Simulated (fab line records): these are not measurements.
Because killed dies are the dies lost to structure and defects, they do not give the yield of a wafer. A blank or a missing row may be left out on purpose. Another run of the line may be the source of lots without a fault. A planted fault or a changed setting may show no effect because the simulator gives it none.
A struck lot beside a sound one | flow nand harc | 43 steps out of a route of 1302
Sound: the wafers L539.3, L539.4, L539.6. Wafers struck: L547.1, L547.4, L547.6. The cause is given at the end.
Order at every step that has rows: each side's tool, ch and its chambers, its first start. Under that, the readings that differ: sound wafers | struck wafers | difference of the means | sigmas: that difference in standard deviations of wafers without a fault.
alike: readings whose means differ by less than 2 such deviations, and words and numbers that are the same on both sides. not compared: withheld readings, readings that some wafer has no value for, bounds like >300 that may hide the same value, and numbers for which the record gives no deviation and whose values overlap.
The two part at a step that has a row with sigmas, a row that says differs or no value, or rows on one side only. Non-overlapping numbers with no deviation appear without sigmas and do not part them. A reading that every wafer of one side lacks parts them only if that side has two wafers or more.

first, 7 steps without rows for these wafers: NHARC_A_CONTACT_COAT_62 (time 65 s); NHARC_A_CONTACT_COAT_63 (resist thk 90 nm); NHARC_A_CONTACT_SOFTBAKE_64 (time 55 s); NHARC_A_CONTACT_EBR_65; NHARC_A_CONTACT_EXPOSE_66 (exposes mask A CC 2); NHARC_A_CONTACT_PEB_67 (peb time 65 s); NHARC_A_CONTACT_DEVELOP_68 (develop time 35 s).
NHARC_A_CONTACT_CD_MEAS_69: the cd target is 300 nm.
  sound on cd sem-02 ch 0, day 22 20:26; struck on cd sem-01 ch 0, day 25 22:11
  alike: cd nm
NHARC_A_CONTACT_OVL_MEAS_70:
  struck on overlay-01, day 25 22:16; sound on overlay-01, day 22 20:32
  reading           | sound       | struck         | difference | sigmas
  overlay y nm (nm) | 0.5 0.5 0.0 | -2.6 -2.3 -2.4 | -2.8       | -3
  alike: overlay x nm
NHARC_A_CONTACT_INSPECT_71:
  struck on defect inspect-02, day 25 22:19; sound on defect inspect-02, day 22 20:34
  reading          | sound    | struck      | difference | sigmas
  raw defect count | 28 22 13 | 136 128 119 | +107       | +3
NHARC_A_CONTACT_DESCUM_74: chemistry O2, time 3 s.
  sound on rie diel-10 ch 0,3, day 22 20:37; struck on rie diel-03 ch 1,2,3, day 25 22:23
  alike: drypump motor current A, oes product au, rf vpp V, showerhead plenum p Torr, throttle valve pct
  not compared: rf hours counter h
then, 1 step without rows for these wafers: NHARC_A_CONTACT_ETCH_75 (etches the open film in CF4, target depth 39 nm, time 65 s).
NHARC_A_CONTACT_ETCH_76: etches the open film in N2/H2, target depth 260 nm, time 475.3 s.
  sound on rie diel-10 ch 2,3, day 22 20:51; struck on rie diel-03 ch 0,2,3, day 25 22:41
  alike: drypump motor current A, n2 flow sccm, oes product au, rf fwd power W, rf vpp V, showerhead plenum p Torr, throttle valve pct
  not compared: rf hours counter h
then, 1 step without rows for these wafers: NHARC_A_CONTACT_ETCH_77 (etches the open film in CF4/CHF3, target depth 108.9 nm, time 54.5 s).
NHARC_A_CONTACT_ETCH_78: etches the open film in O2/COS, target depth 5300 nm, time 1378 s.
  sound: rie diel-10 ch 1,2; struck: rie diel-03 ch 1,2,3
  alike: drypump motor current A, oes product au, rf fwd power W, rf vpp V, showerhead plenum p Torr, throttle valve pct
  not compared: rf hours counter h
then, 1 step without rows for these wafers: NHARC_A_CONTACT_ETCH_124 (etches the open film in C4F8/O2/Ar, time 140 s, target depth 700 nm).
NHARC_A_CONTACT_ETCH_125: etches the open film in C4F8/O2/Ar, time 197 s, target depth 1918 nm.
  sound on har cap etch-01 ch 0,1, day 22 22:29; struck on har cap etch-01 ch 0,1, day 26 00:16
  not compared: rf hours counter h
then, 6 steps without rows for these wafers: NHARC_A_CONTACT_ETCH_126 (etches the open film in C4F8/O2/Ar, time 197 s, target depth 1918 nm); NHARC_A_CONTACT_ETCH_127 (etches the open film in C4F8/O2/Ar, time 197 s, target depth 1918 nm); NHARC_A_CONTACT_ETCH_128 (etches the open film in C4F8/O2/Ar, time 197 s, target depth 1918 nm); NHARC_A_CONTACT_ETCH_129 (etches the open film in C4F8/O2/Ar, time 197 s, target depth 1918 nm); NHARC_A_CONTACT_ETCH_130 (etches the open film in C4F8/O2/Ar, time 197 s, target depth 1918 nm); NHARC_A_CONTACT_ETCH_131 (etches the open film in C4F8/O2/Ar, time 197 s, target depth 1918 nm).
NHARC_A_CONTACT_ETCH_132: etches the open film in C4F8/O2/Ar, time 197 s, target depth 1924 nm.
  sound on har cap etch-01 ch 0,1, day 22 23:43; struck on har cap etch-01 ch 0,1, day 26 01:30
  not compared: rf hours counter h
NHARC_A_CONTACT_ETCH_133: etches the open film in C4F8/O2/Ar, time 374 s, target depth 1610 nm.
  sound on har cap etch-01 ch 0,1, day 22 23:59; struck on har cap etch-01 ch 0,1, day 26 01:43
  not compared: rf hours counter h
then, 2 steps without rows for these wafers: NHARC_A_CONTACT_ETCH_91 (etches the open film in CH3F/O2, target depth 40 nm, time 85.7 s); NHARC_A_CONTACT_ETCH_97 (etches the open film in C4F6/O2, target depth 20 nm, time 10 s).
NHARC_A_CONTACT_CD_MEAS_80:
  struck on cd sem-02, day 26 02:39; sound on cd sem-03, day 23 00:51
  reading    | sound             | struck            | difference | sigmas
  cd nm (nm) | 287.7 288.0 287.7 | 290.7 290.4 290.0 | +2.6       | +3
then, 14 steps without rows for these wafers: NHARC_A_CONTACT_STRIP_103 (strips in N2/H2); NHARC_A_CONTACT_STRIP_104 (strips in CF4/CHF3); NHARC_A_CONTACT_STRIP_105 (strips in O2/COS); NHARC_A_CONTACT_ETCH_106 (etches the open film in CF4/O2, target depth 90 nm, overetch 9 nm, time 49.5 s); NHARC_A_CONTACT_STRIP_82 (strips in O2); NHARC_A_CONTACT_STRIP_83 (strips in post etch residue remover, time 600 s); NHARC_A_CONTACT_DEP_84 (deposits aC, target thk 2800 nm); NHARC_A_CONTACT_DEP_85 (deposits SiON, target thk 60 nm); NHARC_A_CONTACT_DEHYDRATE_00 (time 120 s); NHARC_A_CONTACT_HMDS_01 (time 30 s); NHARC_A_CONTACT_COAT_86 (time 75 s); NHARC_A_CONTACT_COAT_87 (time 65 s); NHARC_A_CONTACT_COAT_02 (resist thk 90 nm); NHARC_A_CONTACT_SOFTBAKE_03 (time 55 s).
-- jump in the record: it breaks off in module A_CONTACT and resumes in module END (first step shown: number 1302 of the route), and 2 days separate the struck wafers' starts before and after --
NHARC_END_SORT_01:
  only the struck wafers appear in the record here, on prober-02 ch 0 at day 28 14:39; the sound ones have no rows

## WHERE THEY PART
At NHARC_A_CONTACT_OVL_MEAS_70 first; at NHARC_END_SORT_01 last (within this record only).

WHY: what had been put in by the simulator
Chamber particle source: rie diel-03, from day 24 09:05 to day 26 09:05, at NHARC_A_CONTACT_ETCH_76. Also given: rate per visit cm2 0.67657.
